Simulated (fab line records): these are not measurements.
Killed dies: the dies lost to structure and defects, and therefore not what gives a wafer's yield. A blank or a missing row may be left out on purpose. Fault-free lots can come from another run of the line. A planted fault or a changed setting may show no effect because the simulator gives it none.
Split-lot trial | flow n5 finfet | 7 lots, 21 wafers read, on a route of 1938 steps

## ON THE SPLIT
At N5_PASSIVATION_EXPOSE_27 (exposes mask PAD, defocus 0 nm), the setting dose mj was moved away from the recipe's 32.3 on 10 of the 21 wafers read, by -5.0% to +5.3%. This setting was run at the recipe's value on the other wafers.

## FROM THE SPLIT TO THE READING: what the file shows between them, 3 steps
- N5_PASSIVATION_PEB_28
- N5_PASSIVATION_DEVELOP_29: develop time 60 s
- N5_PASSIVATION_HARDBAKE_31: time 120 s

## THE READING
At N5_PASSIVATION_CD_MEAS_30: cd nm in nanometres, against a target cd of 4000 nm. A value of 3999.8 nm with a standard deviation of 1.5 nm is what fault-free wafers of this fab line usually give.

wafer  | tool, chamber at the split | dose mj as run | against the recipe | cd nm, nm | against lot-mates on the recipe
L074.4 | krf scanner-02, 0          | 31.07          | -3.8%              | 3991.6    | -8.5
L074.5 | krf scanner-02, 0          | 31.07          | -3.8%              | 3992.8    | -7.3
L074.6 | krf scanner-02, 0          | 32.3           | recipe             | 4000.1    | -
L075.2 | krf scanner-02, 0          | 30.69          | -5.0%              | 3989.5    | -10.5
L075.3 | krf scanner-02, 0          | 32.3           | recipe             | 4000.2    | -
L075.6 | krf scanner-02, 0          | 32.3           | recipe             | 3999.8    | -
L078.2 | krf scanner-02, 0          | 31.34          | -3.0%              | 3994.2    | -5.7
L078.4 | krf scanner-02, 0          | 31.34          | -3.0%              | 3996.2    | -3.7
L078.6 | krf scanner-02, 0          | 32.3           | recipe             | 3999.9    | -
L080.1 | krf scanner-01, 0          | 31.05          | -3.9%              | 3992.4    | -6.2
L080.4 | krf scanner-01, 0          | 31.05          | -3.9%              | 3991.6    | -7.0
L080.5 | krf scanner-01, 0          | 32.3           | recipe             | 3998.6    | -
L084.3 | krf scanner-02, 0          | 32.3           | recipe             | 4000.5    | -
L084.4 | krf scanner-02, 0          | 32.3           | recipe             | 3998.7    | -
L084.5 | krf scanner-02, 0          | 32.3           | recipe             | 3999.6    | -
L088.1 | krf scanner-01, 0          | 32.3           | recipe             | 3996.9    | -
L088.3 | krf scanner-01, 0          | 32.3           | recipe             | 3999.5    | -
L088.4 | krf scanner-01, 0          | 30.67          | -5.0%              | 3991.2    | -7.0
L096.1 | krf scanner-01, 0          | 32.3           | recipe             | 4001.0    | -
L096.2 | krf scanner-01, 0          | 34.01          | +5.3%              | 4008.3    | +7.3
L096.6 | krf scanner-01, 0          | 34.01          | +5.3%              | 4009.0    | +8.0

FIT RESULTS
A straight line over all 21 wafers: cd nm changes by +1.79 nm for each +1% of dose mj; r = +0.98; the points scatter about the line by 1 nm.
The same after taking each lot's own level away (the mean of its wafers on the recipe; 21 wafers): +1.65 nm for each +1%; r = +0.98; scatter 1.1 nm.
On that fit, the largest move of dose mj shifts the reading by 8.7 nm.
Across the lots, their own levels run from 3998.20 to 4001.00 nm, a range of 1.9 times the standard deviation given above.
The two slopes are in agreement: the lot-to-lot level therefore moves the slope only a little.
Check: with one of the wafers moved furthest among these (+5.3%) left out of the fit, the line predicts +8.87 nm for it against its lot-mates. It came out at +7.3 nm against them.

## THE WHOLE CHAIN: every reading that the file lists as answering this split, in the file's order
step                      | what it does      | reading         | change (the file's fit)                                                    | r (the file's)
N5_PASSIVATION_CD_MEAS_30 | target cd 4000 nm | cd nm           | +1.7 nm for each +1% of the setting                                        | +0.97
N5_PASSIVATION_PROBE_49   |                   | killed_at_M4_up | not straight: 8 at the lowest setting, 18 at the recipe, 22 at the highest | not given

## THE FILE'S OWN FIT
cd nm changes by +1.7 nm for each +1% of dose mj, r = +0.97.
